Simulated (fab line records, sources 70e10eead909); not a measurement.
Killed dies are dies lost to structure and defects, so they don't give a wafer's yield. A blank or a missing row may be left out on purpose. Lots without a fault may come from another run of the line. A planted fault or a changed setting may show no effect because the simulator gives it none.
Chamber matching | flow nand_harc | NHARC_A_STAIRCASE_DEP_151 on pecvd-01: 3 sister chambers
The step deposits SiO2, target thk 3800 nm. 20 wafers are shown with their chamber, then 10 later ones without.

WAFERS WITH THEIR CHAMBER
wafer  | chamber | heater_power_w (W)
L079.3 | 1       | 848
L079.4 | 0       | 626
L079.5 | 1       | 655
L083.3 | 1       | 797
L083.4 | 1       | 674
L083.5 | 0       | 627
L082.1 | 0       | 768
L082.5 | 1       | 672
L082.6 | 0       | 634
L085.2 | 0       | 763
L085.4 | 1       | 665
L085.6 | 1       | 681
L086.2 | 1       | 689
L086.5 | 0       | 631
L086.6 | 1       | 675
L089.1 | 2       | 794
L089.4 | 1       | 658
L089.5 | 0       | 617
L088.2 | 2       | 681
L088.4 | 1       | 668

SIGNATURES (means of the wafers above)
reading        | chamber 0 | chamber 1 | chamber 2 | scatter within a chamber
heater_power_w | 666.57    | 698.36    | 737.50    | 65.9
Rule: a wafer's distance from a chamber is the root of the sum, over the readings, of the square of ((its reading less the chamber's mean) divided by the reading's scatter). The wafer belongs to the nearest chamber; if the next one is less than 2 further off, it can't be placed. The scatter: the root of (the sum of the squares of (reading less its chamber's mean) over the shown wafers, divided by (wafers less chambers)).

WAFERS WITHOUT THEIR CHAMBER
wafer  | heater_power_w (W)
L088.5 | 625
L091.3 | 829
L091.4 | 655
L091.5 | 630
L092.3 | 680
L092.4 | 687
L092.6 | 659
L096.3 | 811
L096.4 | 670
L096.5 | 621

WHICH CHAMBER EACH WENT THROUGH
wafer  | from the rows above          | in truth
L088.5 | can't be placed: 0 or 1 or 2 | 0
L091.3 | can't be placed: 2 or 1 or 0 | 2
L091.4 | can't be placed: 0 or 1 or 2 | 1
L091.5 | can't be placed: 0 or 1 or 2 | 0
L092.3 | can't be placed: 0 or 1 or 2 | 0
L092.4 | can't be placed: 1 or 0 or 2 | 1
L092.6 | can't be placed: 0 or 1 or 2 | 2
L096.3 | can't be placed: 2 or 1 or 0 | 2
L096.4 | can't be placed: 0 or 1 or 2 | 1
L096.5 | can't be placed: 0 or 1 or 2 | 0
Placed correctly: 0 of 10. Can't be placed from these rows: 10 (the true chamber is among the candidates in 10). Placed wrongly: 0.
